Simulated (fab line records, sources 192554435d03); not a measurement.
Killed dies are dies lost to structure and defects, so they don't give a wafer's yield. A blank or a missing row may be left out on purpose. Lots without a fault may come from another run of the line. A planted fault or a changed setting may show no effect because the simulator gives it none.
Split-lot experiment | flow n5_finfet | 7 lots, 21 wafers read, on a route of 1938 steps

THE SPLIT
At N5_BEOL_M4_PECVD_72 (deposits SiO2 from TEOS/O2, target thk 16 nm, time 18 s), the setting time_s was moved away from the recipe's 18 s on 12 of the 21 wafers read, by -10.9% to +8.4%. The other wafers ran this setting at the recipe's value.

The reading is taken at the split's own step.

THE READING
SiO2_of_BEOL_M4_PECVD_72.thk_nm (the simulator's own value, which no gauge read), in nm, at N5_BEOL_M4_PECVD_72 (deposits SiO2 from TEOS/O2, target thk 16 nm, time 18 s). The file gives no usual value for it. The 9 wafers here that ran the recipe average 16.0 nm, standard deviation 0.21 nm.

wafer  | tool, chamber at the split | time_s as run, s | against the recipe | SiO2_of_BEOL_M4_PECVD_72.thk_nm, nm | against lot-mates on the recipe
L074.2 | pecvd-04, 2                | 16.78            | -6.8%              | 14.6                                | -1.2
L074.3 | pecvd-04, 0                | 18               | recipe             | 15.8                                | -
L074.6 | pecvd-04, 0                | 16.78            | -6.8%              | 14.8                                | -1.0
L075.3 | pecvd-04, 0,2              | 19.51            | +8.4%              | 17.4                                | +1.4
L075.4 | pecvd-04, 0,2              | 19.51            | +8.4%              | 17.4                                | +1.4
L075.6 | pecvd-04, 0                | 18               | recipe             | 16                                  | -
L083.3 | pecvd-04, 2                | 19.11            | +6.2%              | 17                                  | no lot-mate on the recipe
L083.4 | pecvd-04, 0                | 19.11            | +6.2%              | 17.4                                | no lot-mate on the recipe
L083.5 | pecvd-04, 2                | 19.11            | +6.2%              | 17.2                                | no lot-mate on the recipe
L087.4 | pecvd-02, 0                | 18               | recipe             | 15.8                                | -
L087.5 | pecvd-02, 1                | 16.35            | -9.2%              | 14.4                                | -1.4
L087.6 | pecvd-02, 2                | 16.35            | -9.2%              | 14.6                                | -1.2
L086.1 | pecvd-04, 2                | 18               | recipe             | 16.2                                | -
L086.2 | pecvd-04, 0                | 18               | recipe             | 16                                  | -
L086.4 | pecvd-04, 0                | 16.04            | -10.9%             | 14.4                                | -1.7
L091.2 | pecvd-02, 0                | 17.25            | -4.2%              | 15                                  | -0.6
L091.5 | pecvd-02, 0                | 17.25            | -4.2%              | 15                                  | -0.6
L091.3 | pecvd-02, 1                | 18               | recipe             | 15.6                                | -
L093.3 | pecvd-04, 0,0,2            | 18               | recipe             | 16.2                                | -
L093.5 | pecvd-04, 0,0,2            | 18               | recipe             | 16.2                                | -
L093.6 | pecvd-04, 0,0,2            | 18               | recipe             | 16.2                                | -
Where a row lists several chambers, the file gives one row for several wafers and doesn't say which wafer went through which chamber.

THE FIT
A straight line over all 21 wafers: SiO2_of_BEOL_M4_PECVD_72.thk_nm changes by +0.174 nm for each +1% of time_s; r = +0.98; the points scatter about the line by 0.21 nm.
The same after taking each lot's own level away (the mean of its wafers on the recipe; 18 wafers): +0.156 nm for each +1%; r = +1.00; scatter 0.082 nm.
On that fit, the largest move of time_s shifts the reading by 1.7 nm.
The lots' own levels span 15.60 to 16.20 nm, that is 2.8 times the standard deviation above.
So the lot-to-lot level changes the slope: the two fits differ.
Check: with one of the wafers moved furthest among these (-10.9%) left out of the fit, the line predicts -1.67 nm for it against its lot-mates. It came out at -1.7 nm against them.

OTHER SPLITS ON THESE WAFERS
These wafers also went through other splits before the reading. Each is held against what the fit with the lots' levels taken away leaves over:
other split on the same wafers | wafers away from the commonest value | r with SiO2_of_BEOL_M4_PECVD_72.thk_nm (lot level and that fit taken away)
N5_BEOL_M2_DESCUM_16 time_s    | 8                                    | -0.49
N5_BEOL_M3_COAT_68 spin_rpm    | 6                                    | -0.31
N5_BEOL_M3_COAT_22 spin_rpm    | 6                                    | -0.07

THE FILE'S OWN FIT
SiO2_of_BEOL_M4_PECVD_72.thk_nm changes by +0.155 nm for each +1% of time_s, r = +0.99.
